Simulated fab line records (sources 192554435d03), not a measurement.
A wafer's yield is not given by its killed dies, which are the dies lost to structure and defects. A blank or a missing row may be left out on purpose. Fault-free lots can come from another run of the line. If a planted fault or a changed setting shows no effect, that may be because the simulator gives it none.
Lot-split experiment :: flow n5Finfet :: 21 wafers read from 7 lots, route of 1938 steps

## ABOUT THE SPLIT
At N5_BEOL_M6_COAT_22 (resist thk 30 nm), the setting spinRpm was moved away from the recipe's 1500 rpm on 7 of the 21 wafers read, by -6.8% to +8.1%. For the rest of the wafers, this setting stayed at what the recipe calls for.

## FROM THE SPLIT TO THE READING: what the file shows between them, 5 steps
- N5_BEOL_M6_EBR_24
- N5_BEOL_M6_SOFTBAKE_23: time 60 s
- N5_BEOL_M6_EXPOSE_25: exposes mask V5, target cd 40 nm
- N5_BEOL_M6_PEB_26: peb time 60 s
- N5_BEOL_M6_DEVELOP_27: develop time 30 s

## THE READING
CAR-EUV_of_BEOL_M6_COAT_22.thkNm (the simulator's own value, which no gauge read), in nm, at N5_BEOL_M6_DESCUM_33 (chemistry O2, time 7 s). No usual value for it is given in the file. Here, 14 wafers ran the recipe; their average is 26.1 nm with a standard deviation of 0.096 nm.

wafer: L078.2
tool, chamber at the split: lithoTrack-04, 0
spinRpm as run, rpm: 1500
against the recipe: recipe
CAR-EUV_of_BEOL_M6_COAT_22.thkNm, nm: 26
against lot-mates on the recipe: -

wafer: L078.4
tool, chamber at the split: lithoTrack-04, 0
spinRpm as run, rpm: 1500
against the recipe: recipe
CAR-EUV_of_BEOL_M6_COAT_22.thkNm, nm: 26
against lot-mates on the recipe: -

wafer: L078.5
tool, chamber at the split: lithoTrack-04, 0
spinRpm as run, rpm: 1500
against the recipe: recipe
CAR-EUV_of_BEOL_M6_COAT_22.thkNm, nm: 26
against lot-mates on the recipe: -

wafer: L080.1
tool, chamber at the split: lithoTrack-03, 0
spinRpm as run, rpm: 1500
against the recipe: recipe
CAR-EUV_of_BEOL_M6_COAT_22.thkNm, nm: 26.2
against lot-mates on the recipe: -

wafer: L080.4
tool, chamber at the split: lithoTrack-03, 0
spinRpm as run, rpm: 1398
against the recipe: -6.8%
CAR-EUV_of_BEOL_M6_COAT_22.thkNm, nm: 27.4
against lot-mates on the recipe: +1.2

wafer: L080.6
tool, chamber at the split: lithoTrack-03, 0
spinRpm as run, rpm: 1398
against the recipe: -6.8%
CAR-EUV_of_BEOL_M6_COAT_22.thkNm, nm: 27.4
against lot-mates on the recipe: +1.2

wafer: L084.1
tool, chamber at the split: lithoTrack-01, 0
spinRpm as run, rpm: 1500
against the recipe: recipe
CAR-EUV_of_BEOL_M6_COAT_22.thkNm, nm: 26.2
against lot-mates on the recipe: -

wafer: L084.3
tool, chamber at the split: lithoTrack-01, 0
spinRpm as run, rpm: 1500
against the recipe: recipe
CAR-EUV_of_BEOL_M6_COAT_22.thkNm, nm: 26
against lot-mates on the recipe: -

wafer: L084.4
tool, chamber at the split: lithoTrack-01, 0
spinRpm as run, rpm: 1500
against the recipe: recipe
CAR-EUV_of_BEOL_M6_COAT_22.thkNm, nm: 26
against lot-mates on the recipe: -

wafer: L083.2
tool, chamber at the split: lithoTrack-03, 0
spinRpm as run, rpm: 1597
against the recipe: +6.5%
CAR-EUV_of_BEOL_M6_COAT_22.thkNm, nm: 25.2
against lot-mates on the recipe: -1.0

wafer: L083.6
tool, chamber at the split: lithoTrack-03, 0
spinRpm as run, rpm: 1597
against the recipe: +6.5%
CAR-EUV_of_BEOL_M6_COAT_22.thkNm, nm: 25.2
against lot-mates on the recipe: -1.0

wafer: L083.3
tool, chamber at the split: lithoTrack-03, 0
spinRpm as run, rpm: 1500
against the recipe: recipe
CAR-EUV_of_BEOL_M6_COAT_22.thkNm, nm: 26.2
against lot-mates on the recipe: -

wafer: L087.3
tool, chamber at the split: lithoTrack-03, 0
spinRpm as run, rpm: 1621
against the recipe: +8.1%
CAR-EUV_of_BEOL_M6_COAT_22.thkNm, nm: 25
against lot-mates on the recipe: -1.2

wafer: L087.4
tool, chamber at the split: lithoTrack-03, 0
spinRpm as run, rpm: 1500
against the recipe: recipe
CAR-EUV_of_BEOL_M6_COAT_22.thkNm, nm: 26.2
against lot-mates on the recipe: -

wafer: L087.6
tool, chamber at the split: lithoTrack-03, 0
spinRpm as run, rpm: 1500
against the recipe: recipe
CAR-EUV_of_BEOL_M6_COAT_22.thkNm, nm: 26.2
against lot-mates on the recipe: -

wafer: L095.1
tool, chamber at the split: lithoTrack-04, 0
spinRpm as run, rpm: 1500
against the recipe: recipe
CAR-EUV_of_BEOL_M6_COAT_22.thkNm, nm: 26
against lot-mates on the recipe: -

wafer: L095.3
tool, chamber at the split: lithoTrack-04, 0
spinRpm as run, rpm: 1556
against the recipe: +3.7%
CAR-EUV_of_BEOL_M6_COAT_22.thkNm, nm: 25.6
against lot-mates on the recipe: -0.4

wafer: L095.6
tool, chamber at the split: lithoTrack-04, 0
spinRpm as run, rpm: 1556
against the recipe: +3.7%
CAR-EUV_of_BEOL_M6_COAT_22.thkNm, nm: 25.4
against lot-mates on the recipe: -0.6

wafer: L097.4
tool, chamber at the split: lithoTrack-01, 0
spinRpm as run, rpm: 1500
against the recipe: recipe
CAR-EUV_of_BEOL_M6_COAT_22.thkNm, nm: 26
against lot-mates on the recipe: -

wafer: L097.5
tool, chamber at the split: lithoTrack-01, 0
spinRpm as run, rpm: 1500
against the recipe: recipe
CAR-EUV_of_BEOL_M6_COAT_22.thkNm, nm: 26
against lot-mates on the recipe: -

wafer: L097.6
tool, chamber at the split: lithoTrack-01, 0
spinRpm as run, rpm: 1500
against the recipe: recipe
CAR-EUV_of_BEOL_M6_COAT_22.thkNm, nm: 26
against lot-mates on the recipe: -

THE FIT
A straight line over all 21 wafers: CAR-EUV_of_BEOL_M6_COAT_22.thkNm changes by -0.16 nm for each +1% of spinRpm; r = -0.98; the points scatter about the line by 0.13 nm.
The same after taking each lot's own level away (the mean of its wafers on the recipe; 21 wafers): -0.16 nm for each +1%; r = -0.99; scatter 0.067 nm.
The reading moves by 1.3 nm for the largest change in spinRpm, on that fit.
The lots' own levels span 26.00 to 26.20 nm, that is 2.1 times the standard deviation above.
Consequently the slope shifts little with the lot-to-lot level, the two slopes agreeing.
Check: for one of the wafers moved furthest among these (+8.1%), held out of the fit, the line's prediction against its lot-mates is -1.29 nm. It came out at -1.2 nm against them.

## OTHER SPLITS APPLIED TO THESE WAFERS
Before the reading, these wafers also passed through other splits. Each is held against what the fit with the lots' levels taken away leaves over:
other split on the same wafers: N5_BEOL_M5_TRENCH_ETCH_37 timeS
wafers away from the commonest value: 5
r with CAR-EUV_of_BEOL_M6_COAT_22.thkNm (lot level and that fit taken away): -0.11

other split on the same wafers: N5_BEOL_M5_ALD_86 coReactantPulseTimeS
wafers away from the commonest value: 5
r with CAR-EUV_of_BEOL_M6_COAT_22.thkNm (lot level and that fit taken away): +0.18

## THE WHOLE CHAIN: every reading that the file lists as answering this split, in the file's order
step: N5_BEOL_M6_COAT_22
what it does: resist thk 30 nm
reading: CAR-EUV_of_BEOL_M6_COAT_22.thkNm (the simulator's own value, which no gauge read)
change (the file's fit): -0.151 nm for each +1% of the setting
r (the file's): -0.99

step: N5_BEOL_M6_DEVELOP_27
what it does: develop time 30 s
reading: CAR-EUV_of_BEOL_M6_COAT_22.thkNm (the simulator's own value, which no gauge read)
change (the file's fit): -0.139 nm for each +1% of the setting
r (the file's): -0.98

step: N5_BEOL_M6_DESCUM_33
what it does: chemistry O2, time 7 s
reading: CAR-EUV_of_BEOL_M6_COAT_22.thkNm (the simulator's own value, which no gauge read)
change (the file's fit): -0.157 nm for each +1% of the setting
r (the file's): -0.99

## THE FILE'S OWN FIT
CAR-EUV_of_BEOL_M6_COAT_22.thkNm changes by -0.157 nm for each +1% of spinRpm, r = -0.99.
